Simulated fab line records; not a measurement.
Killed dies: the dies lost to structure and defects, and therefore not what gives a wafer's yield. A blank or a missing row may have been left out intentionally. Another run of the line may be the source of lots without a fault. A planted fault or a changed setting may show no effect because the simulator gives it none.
Matching of chambers -- flow n5-finfet -- N5_BEOL_M9_ETCH_65 on rie-diel-05 has 4 sister chambers
The step etches SiARC in CF4, target depth 15.6 nm, time 26 s. 8 wafers are shown with their chamber, then 10 later ones without.

## WAFERS PAIRED WITH THEIR CHAMBERS
wafer,chamber,drypump-motor-current-A (A),etch-rf-on-time-s (s)
L085.4,2,5.5,26.1
L087.1,0,5.4,26.0
L087.6,3,5.9,26.1
L090.1,1,6.3,27.2
L090.3,2,5.5,26.0
L090.4,3,5.9,25.9
L091.1,0,5.3,26.1
L091.2,1,6.3,27.4

## WAFERS WITH NO CHAMBER GIVEN
wafer,drypump-motor-current-A (A),etch-rf-on-time-s (s)
L091.3,5.5,26.1
L094.1,5.4,25.9
L094.5,5.5,26.0
L094.6,5.9,26.0
L095.3,5.9,26.0
L095.5,5.9,26.0
L095.6,5.5,26.2
L097.2,6.3,27.5
L097.3,5.9,25.8
L097.5,5.4,26.5

## THE CHAMBER EACH PASSED THROUGH
wafer,from the rows above,in truth
L091.3,2,2
L094.1,can't be placed: 0 or 2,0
L094.5,2,2
L094.6,3,3
L095.3,3,3
L095.5,3,3
L095.6,2,2
L097.2,1,1
L097.3,3,3
L097.5,can't be placed: 0 or 2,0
8 of 10 placed correctly. Can't be placed from these rows: 2 (the true chamber is among the candidates in 2). Wrongly placed: 0.
How it was worked out, from the rows above alone: a wafer's distance from a chamber is the root of the sum, over the readings, of the square of ((its reading less the chamber's mean) divided by the reading's scatter). The wafer belongs to the nearest chamber; if the next one is less than 2 further off, it can't be placed. Each chamber's mean is taken over the wafers shown for it. The scatter is the square root of a quotient: the sum, over the shown wafers, of each reading's squared deviation from its chamber's mean, divided by wafers minus chambers.
